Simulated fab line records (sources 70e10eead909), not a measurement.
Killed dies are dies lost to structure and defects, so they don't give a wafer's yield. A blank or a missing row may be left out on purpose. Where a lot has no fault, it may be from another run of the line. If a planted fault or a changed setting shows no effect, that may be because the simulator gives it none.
fab line records | flow nand_harc
record: lots: 7 wafers: 19 last_day: 24
route steps=1159 shown A_STAIRCASE@543 END@1159
lots with no fault: from the same line, run without faults
start_h: hours from the record's opening day to when the first of the lot's shown wafers began | wait_h: hours elapsed since this lot's preceding step | " the same as in the row above | L1.1+2: a row that stands for several wafers | - either no value or no given start | * or withheld: withheld | < > ~ a bound
route shown NAME@n: NAME is a module with steps in the file, n the number in the route of the first one | usual: mean/standard deviation of fault-free wafers | same: alike in all rows | chamber/n: place in a boat | sites: each site's reading | _std_site: how widely they spread, as a standard deviation | _edge_site: outer sites' mean less inner sites' | radius_mm: how far each site lies from the wafer's centre | mask NAME#n: copy n | behind: the tool/chamber that last shaped the wafer | hold: the reason the lot was held/the length of the hold in hours/how it ended | device: whichever transistor did not switch (one of n, p or np) | end of line: tests of these same wafers at the route's end | a step with no rows: only its recipe | killed: the dies lost at the first sort to structure and to defects; this is not the yield of the wafer | map: dies across one wafer; x = killed, . = not, _ = none there
set.NAME: the setting that was run; set.NAME@STEP: the one run at that earlier step | model.NAME: the simulator's own value behind a step, which no gauge read
lots at some steps of the route; a table a step, a row a wafer
services: the hour from which a tool's chamber was out of use, counted from the record's first day as start_h (under 0 if before that day), plus the number of hours and why
== steps ==
step: NHARC_A_STAIRCASE_PEB_07
recipe: peb_temp_c: 115 peb_time_s: 130
step: NHARC_A_STAIRCASE_DEVELOP_08
recipe: time_s: 140
step: NHARC_A_STAIRCASE_HARDBAKE_10
recipe: temp_c: 120 time_s: 140
step: NHARC_A_STAIRCASE_DESCUM_11
recipe: time_s: 3 o2_flow_sccm: 200 ar_flow_sccm: 0 bias_power_w: 0 chemistry: O2
usual: drypump_motor_current_A: 6.0/0.37 oes_product_au: 0.999/0.01 rf_vpp_V: 57.7/0.93 showerhead_plenum_p_Torr: 1.94/0.093 throttle_valve_pct: 11.311/0.0097
columns lot.wafer tool chamber start_h wait_h drypump_motor_current_A oes_product_au rf_hours_counter_h rf_vpp_V showerhead_plenum_p_Torr throttle_valve_pct
L805.4 rie_diel-06 3 264.99 - 6.0 1.007 6 59.0 2.01 11.332
L805.3 " 0 " " 6.4 0.971 6 57.7 1.89 11.296
L805.5 " 0 " " 6.5 0.991 - 57.7 1.89 11.305
L808.1 rie_diel-10 2 287.01 - 6.4 0.988 30 59.0 1.98 11.308
L808.3 " 3 " " 6.0 0.999 37 57.0 1.77 11.307
L808.2 " 0 " " 6.2 0.992 31 58.4 2.02 11.311
L816.2 rie_diel-10 3 316.36 - 5.9 0.993 47 56.9 1.76 11.308
L816.6 " 3 " " 5.9 0.990 - 57.2 1.76 11.311
L813.2 rie_diel-02 0 316.45 - 6.1 0.989 61 57.1 1.82 11.306
L813.3 " 1 " " 5.4 0.991 59 57.3 1.85 11.311
L813.4 " 3 " " 6.4 1.001 61 55.9 1.93 11.306
L815.2 rie_diel-10 0 316.77 - 6.2 0.991 40 58.6 2.02 11.314
L815.6 " 0 " " 6.2 1.000 - 57.4 2.02 11.311
L818.4 rie_diel-10 2 337.59 - 6.4 1.011 51 59.1 1.97 11.319
L818.3 " 0 " " 6.2 1.005 51 57.3 2.01 11.321
L818.6 " 1 " " 5.7 0.994 - 58.7 2.06 11.305
L822.4 rie_diel-06 2 357.61 - 5.5 1.012 36 59.1 1.94 11.323
L822.3 " 3 " " 6.0 1.012 40 58.9 2.00 11.316
L822.5 " 3 " " 6.0 1.006 - 57.6 2.00 11.319
step: NHARC_A_STAIRCASE_TRIM_12
recipe: time_s: 211.2 o2_flow_sccm: 500 ar_flow_sccm: 0 bias_w: 0 chemistry: O2
usual: drypump_motor_current_A: 6.0/0.38 oes_product_au: 1.000/0.011 rf_vpp_V: 57.9/0.88 showerhead_plenum_p_Torr: 3.57/0.16 throttle_valve_pct: 17.036/0.0085
columns lot.wafer tool chamber start_h wait_h drypump_motor_current_A oes_product_au rf_hours_counter_h rf_vpp_V showerhead_plenum_p_Torr throttle_valve_pct
L805.3 rie_diel-06 1 265.07 0.1 6.0 1.021 6 57.4 3.80 17.030
L805.4 " 3 " " 6.0 1.020 6 58.1 3.69 17.038
L805.5 " 1 " " 6.0 1.018 - 56.7 3.80 17.026
L808.3 rie_diel-10 2 287.12 0.1 6.4 1.000 30 58.3 3.63 17.027
L808.2 " 0 " " 6.2 1.011 31 58.0 3.71 17.024
L808.1 " 1 " " 5.7 1.002 41 59.9 3.78 17.036
L816.2 rie_diel-10 3 316.47 0.1 5.9 0.994 47 57.0 3.27 17.052
L816.6 " 2 " " 6.4 0.983 - 57.4 3.63 17.051
L813.4 rie_diel-02 3 316.71 0.2 6.4 1.005 61 58.3 3.55 17.029
L813.3 " 1 " " 5.4 0.989 60 57.8 3.42 17.030
L813.2 " 2 " " 5.2 1.007 54 57.9 3.47 17.027
L815.2 rie_diel-10 3 316.85 0.1 5.9 0.997 47 57.4 3.27 17.039
L815.6 " 3 " " 5.9 1.000 - 56.7 3.27 17.036
L818.3 rie_diel-10 1 337.66 0.1 5.7 0.993 62 59.0 3.77 17.037
L818.4 " 2 " " 6.4 0.998 51 58.0 3.62 17.034
L818.6 " 2 " " 6.4 0.994 - 59.1 3.62 17.034
L822.3 rie_diel-06 1 357.80 0.2 6.0 1.003 40 59.7 3.78 17.011
L822.4 " 3 " " 6.0 1.005 40 57.7 3.67 17.054
L822.5 " 2 " " 5.5 1.019 - 58.4 3.58 17.026
step: NHARC_A_STAIRCASE_ETCH_13
recipe: target_depth_a: 1000 time_s: 40.5 ion_energy_ev: 400 c4f8_flow_sccm: 20 o2_flow_sccm: 10 ar_flow_sccm: withheld rf_w: 600 bias_w: 1000 chemistry: C4F8/O2
usual: oes_product_au: 0.938/0.017 rf_vpp_V: 898/5.9 run_length_s: 61.9/0.47
columns lot.wafer tool chamber start_h wait_h oes_product_au rf_hours_counter_h rf_vpp_V run_length_s
L805.4 rie_diel-06 0 - - 0.922 6 895 61.8
L805.3 " 3 " " 0.947 6 902 61.6
L805.5 " 0 " " 0.925 - 894 62.0
L808.3 rie_diel-10 3 - - 0.920 37 886 61.7
L808.2 " 1 " " 0.924 41 905 61.4
L808.1 " 2 " " 0.924 30 899 62.2
L816.2 rie_diel-10 3 - - 0.958 47 887 62.1
L816.6 " 0 " " 0.965 - 901 62.0
L813.4 rie_diel-02 1 - - 0.913 60 891 60.8
L813.3 " 2 " " 0.923 54 894 61.7
L813.2 " 3 " " 0.920 61 897 61.3
L815.2 rie_diel-10 1 - - 0.922 49 906 61.5
L815.6 " 0 " " 0.926 - 903 62.1
L818.3 rie_diel-10 0 - - 0.952 51 901 62.2
L818.4 " 2 " " 0.937 51 900 62.5
L818.6 " 0 " " 0.946 - 902 62.0
L822.4 rie_diel-06 1 - - 0.927 41 905 62.7
L822.3 " 2 " " 0.941 36 899 62.2
L822.5 " 1 " " 0.930 - 905 62.3
step: NHARC_A_STAIRCASE_TRIM_14
recipe: time_s: 211.2 o2_flow_sccm: 500 ar_flow_sccm: 0 bias_w: 0 chemistry: O2
step: NHARC_A_STAIRCASE_ETCH_15
recipe: target_depth_a: 1000 time_s: 40.5 ion_energy_ev: 400 c4f8_flow_sccm: 20 o2_flow_sccm: 10 ar_flow_sccm: withheld rf_w: 600 bias_w: 1000 chemistry: C4F8/O2
usual: oes_product_au: 0.942/0.012 rf_vpp_V: 898/5.9 run_length_s: 61.9/0.45
columns lot.wafer tool chamber start_h wait_h oes_product_au rf_hours_counter_h rf_vpp_V run_length_s
L805.4 rie_diel-06 3 - - 0.948 6 902 61.4
L805.3 " 1 " " 0.952 6 905 62.1
L805.5 " 3 " " 0.951 - 902 61.7
L808.3 rie_diel-10 3 - - 0.932 37 886 61.9
L808.2 " 0 " " 0.931 31 903 62.0
L808.1 " 1 " " 0.929 42 904 61.2
L816.2 rie_diel-10 3 - - 0.942 47 886 62.3
L816.6 " 3 " " 0.936 - 886 61.6
L815.2 rie_diel-10 3 - - 0.942 48 887 61.6
L815.6 " 3 " " 0.938 - 886 61.9
L813.2 rie_diel-02 0 - - 0.934 61 891 62.5
L813.4 " 1 " " 0.945 60 891 61.0
L813.3 " 2 " " 0.944 55 895 61.7
L818.3 rie_diel-10 1 - - 0.941 62 906 61.3
L818.4 " 2 " " 0.930 51 899 62.0
L818.6 " 1 " " 0.940 - 906 61.7
L822.4 rie_diel-06 2 - - 0.945 36 898 61.5
L822.3 " 0 " " 0.930 41 894 61.9
L822.5 " 2 " " 0.948 - 897 61.8
step: NHARC_A_STAIRCASE_TRIM_16
recipe: time_s: 211.2 o2_flow_sccm: 500 ar_flow_sccm: 0 bias_w: 0 chemistry: O2
step: NHARC_A_STAIRCASE_ETCH_17
recipe: target_depth_a: 1000 time_s: 40.5 ion_energy_ev: 400 c4f8_flow_sccm: 20 o2_flow_sccm: 10 ar_flow_sccm: withheld rf_w: 600 bias_w: 1000 chemistry: C4F8/O2
step: NHARC_A_STAIRCASE_TRIM_18
recipe: time_s: 211.2 o2_flow_sccm: 500 ar_flow_sccm: 0 bias_w: 0 chemistry: O2
usual: drypump_motor_current_A: 6.0/0.37 oes_product_au: 1.001/0.011 rf_vpp_V: 58.0/0.88 showerhead_plenum_p_Torr: 3.58/0.16 throttle_valve_pct: 17.037/0.01
columns lot.wafer tool chamber start_h wait_h drypump_motor_current_A oes_product_au rf_hours_counter_h rf_vpp_V showerhead_plenum_p_Torr throttle_valve_pct
L805.4 rie_diel-06 0 - - 6.5 0.983 7 57.9 3.48 17.038
L805.3 " 2 " " 5.5 1.001 6 59.4 3.60 17.047
L805.5 " 0 " " 6.5 0.980 - 57.5 3.48 17.044
L808.1 rie_diel-10 3 - - 5.9 0.990 38 56.5 3.27 17.053
L808.2 " 1 " " 5.7 0.992 42 57.3 3.78 17.047
L808.3 " 2 " " 6.4 0.991 31 58.1 3.63 17.052
L816.2 rie_diel-10 2 - - 6.4 0.997 40 58.3 3.63 17.045
L816.6 " 0 " " 6.2 0.998 - 58.3 3.70 17.015
L815.2 rie_diel-10 2 - - 6.4 0.986 41 58.0 3.63 17.036
L815.6 " 2 " " 6.4 1.001 - 59.2 3.63 17.036
L813.2 rie_diel-02 2 - - 5.2 1.000 57 58.0 3.47 17.024
L813.3 " 0 " " 6.1 0.992 62 56.7 3.37 17.034
L813.4 " 1 " " 5.4 0.986 62 57.4 3.42 17.037
L818.3 rie_diel-10 3 - - 5.9 0.995 58 59.2 3.26 17.044
L818.4 " 0 " " 6.2 1.002 52 57.9 3.70 17.039
L818.6 " 2 " " 6.4 0.988 - 56.9 3.62 17.035
L822.3 rie_diel-06 3 - - 6.0 1.010 41 59.3 3.67 17.041
L822.4 " 0 " " 6.5 0.992 41 58.3 3.46 17.053
L822.5 " 2 " " 5.5 1.021 - 56.6 3.58 17.048
step: NHARC_A_STAIRCASE_ETCH_19
recipe: target_depth_a: 1000 time_s: 40.5 ion_energy_ev: 400 c4f8_flow_sccm: 20 o2_flow_sccm: 10 ar_flow_sccm: withheld rf_w: 600 bias_w: 1000 chemistry: C4F8/O2
usual: oes_product_au: 0.940/0.012 rf_vpp_V: 898/5.9 run_length_s: 61.9/0.45
columns lot.wafer tool chamber start_h wait_h oes_product_au rf_hours_counter_h rf_vpp_V run_length_s
L805.3 rie_diel-06 2 266.18 - 0.949 6 897 61.7
L805.4 " 3 " " 0.954 6 902 61.5
L805.5 " 1 " " 0.948 - 906 62.2
L808.1 rie_diel-10 3 288.82 - 0.932 38 886 61.5
L808.3 " 0 " " 0.930 32 901 62.2
L808.2 " 1 " " 0.925 42 904 61.2
L816.2 rie_diel-10 3 317.40 - 0.924 48 886 54.2
L816.6 " 2 " " 0.943 - 900 55.0
L815.2 rie_diel-10 1 319.39 - 0.936 52 905 53.7
L815.6 " 0 " " 0.948 - 901 54.8
L813.2 rie_diel-02 2 319.66 - 0.923 57 894 61.9
L813.3 " 3 " " 0.924 63 896 61.2
L813.4 " 1 " " 0.928 62 890 61.0
L818.4 rie_diel-10 2 338.71 - 0.930 52 899 62.3
L818.3 " 1 " " 0.942 62 906 61.6
L818.6 " 3 " " 0.938 - 885 54.7
L822.3 rie_diel-06 2 358.92 - 0.957 37 899 61.7
L822.4 " 0 " " 0.922 41 895 61.9
L822.5 " 2 " " 0.959 - 898 61.7
step: NHARC_END_SORT_01
recipe: temp_c: 25
usual: killed_at_array: 28/10 killed_at_other: 0.5/0.82 killed_at_periphery: 3.4/2.2 killed_dies: 31/10 killed_open: 3.4/1.9 killed_short: 1.9/1.3
same: gross_dies: 677
columns lot.wafer tool chamber start_h wait_h killed_at_array killed_at_other killed_at_periphery killed_dies killed_open killed_short
L818.6 prober-01 0 549.60 4.0 47 0 0 47 6 1
killed by level:class
L818.6 A_SLIT:chamber_film_flake=18 A_CHANNEL_HOLE_D1:chamber_film_flake=15 A_STAIRCASE:chamber_film_flake=3 A_ONON_D1:geometric_particle:open=2 A_CONTACT:chamber_film_flake=2 A_STAIRCASE:area_etch=2 A_SGD_CUT:geometric_particle:open=1 A_CONTACT:geometric_particle:short=1
== services ==
columns tool chamber start_h hours kind
rie_diel-06 - 241.43 9.0 pm
rie_diel-10 0 259.12 - clean
rie_diel-10 1 259.12 - clean
rie_diel-10 2 259.12 - clean
rie_diel-10 3 259.12 - clean
rie_diel-10 0 283.91 - clean
rie_diel-10 1 283.91 - clean
rie_diel-10 2 283.91 - clean
rie_diel-10 3 283.91 - clean
rie_diel-10 0 308.41 - clean
rie_diel-10 1 308.41 - clean
rie_diel-10 2 308.41 - clean
rie_diel-10 3 308.41 - clean
rie_diel-10 - 310.41 0.8 repair
rie_diel-02 - 329.09 9.0 pm
rie_diel-10 0 332.91 - clean
rie_diel-10 1 332.91 - clean
rie_diel-10 2 332.91 - clean
rie_diel-10 3 332.91 - clean
rie_diel-10 - 353.53 9.0 pm
rie_diel-10 0 353.53 9.0 vent_cycle
rie_diel-10 1 353.53 9.0 vent_cycle
rie_diel-10 2 353.53 9.0 vent_cycle
rie_diel-10 3 353.53 9.0 vent_cycle
== key ==
first_sign: step: NHARC_A_STAIRCASE_ETCH_19 reading: run_length_s direction: down sigmas: 16 usual: * struck: *
effect none on later readings
met_at NHARC_A_STAIRCASE_ETCH_19
struck_wafers L815.2,L815.6,L816.2,L816.6,L818.6
tester_left_out L815,L816,L818
onset_between 288.82 317.40
fault: kind: process_parameter_drift tool: rie_diel-10 chamber: - onset_h: 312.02 steps: NHARC_A_STAIRCASE_ETCH_19 channel: time_s offset: * shape: step end_h: 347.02 scope: struck_wafers_only acts_in: * stated: *
tester_left_out: of these lots the tester's yield and bins aren't shown, on N5 and GAA mostly nor the transistor test; their killed dies are dies lost to structure and defects alone, not to doping, threshold or leakage, so they don't give the yield
